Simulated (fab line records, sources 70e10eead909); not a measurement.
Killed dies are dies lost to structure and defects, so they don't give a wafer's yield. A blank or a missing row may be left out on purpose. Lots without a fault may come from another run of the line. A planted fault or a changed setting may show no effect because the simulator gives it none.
Problem report in the 8D (eight disciplines) form, filled by code | flow nand_harc | the parts of the form that need people (team, actions taken, sign-off) are left out

1. THE PROBLEM
thk_nm at NHARC_A_ONON_D1_THK_MEAS_05 reads a mean of 1361 nm on 3 wafers of 3 lots; wafers without a fault read 1000 nm with a standard deviation of 8.2. That is +44 standard deviations from the usual mean.
The step: measures by ellipsometry.
First seen on wafer L663.3, day 10 14:07, on film_metro-02. The record holds 37 wafers of 13 lots with a number at this step. Rule for "out", or "out of limits": more than 4 standard deviations from the usual mean. The other wafers with a number count as sound.

2. WHAT IT IS AND WHAT IT IS NOT
question                    | is                     | is not
which readings at this step | thk_nm                 | -
which lots                  | L663, L664, L666       | L657, L658, L659, L670, L671, L672, L675, L676, L678, L679
which wafers of those lots  | L663.3, L664.1, L666.1 | L663.6, L664.4, L666.5, L666.6
read on which gauges        | film_metro-02          | film_metro-01
when                        | from day 10 14:07      | up to then (10 sound wafers); but 24 sound wafers of L664, L666, L670, L671, L672, L675, L676, L678, L679 came after

3. SUSPECTS, AND WHAT RULES EACH OUT
Counting: a tool at a process step up to the reading stays a suspect if it ran every lot that is out. Sound lots after the first of them don't rule it out here, since some wafers of a struck lot are sound.
- the gauge at NHARC_A_ONON_D1_THK_MEAS_05: ruled out. All the wafers that are out were read on film_metro-02, but those of them that NHARC_END_SORT_01 has rows for are out there too, on other tools.
- pecvd_onon-02 at NHARC_A_ONON_D1_DEP_03 (target thk 1000 nm): kept. It ran every lot that is out, first L663 (day 10 13:43); its last sound lot up to then is L658 (day 8 03:26).
Left after counting: pecvd_onon-02 at NHARC_A_ONON_D1_DEP_03.

4. THE CAUSE (what the simulator had put in)
Process parameter drift: pecvd_onon-02, from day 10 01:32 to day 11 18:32, at NHARC_A_ONON_D1_DEP_03. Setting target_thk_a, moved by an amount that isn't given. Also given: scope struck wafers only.
Counting left only this tool.

5. THE CHAIN OF EFFECTS, in route order
Each row: a reading whose mean over the struck wafers that have a number lies more than 3 standard deviations from the usual. Only readings for which the record gives a usual standard deviation are gone through. hours: the time from each lot's start at the first step in this table that gives one to its start at this step, as a median over the lots. sigmas: the change in usual standard deviations.
hours | step                        | reading         | usual   | on struck wafers | change | sigmas
0     | NHARC_A_ONON_D1_THK_MEAS_05 | thk_nm          | 1000 nm | 1361             | +361   | +44
404   | NHARC_END_SORT_01           | killed_at_array | 55      | 673              | +618   | +36
404   | NHARC_END_SORT_01           | killed_dies     | 60      | 677              | +617   | +34

6. WHAT WOULD HAVE CAUGHT IT SOONER
In this record the first reading out of limits at a measuring or inspecting step was taken at day 10 14:07, 13 hours after the fault began at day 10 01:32.
Of the lots that are out (3), L664, L666 began NHARC_A_ONON_D1_DEP_03 on pecvd_onon-02 after day 10 14:07. A hold on the tool at that time would have spared those 2.
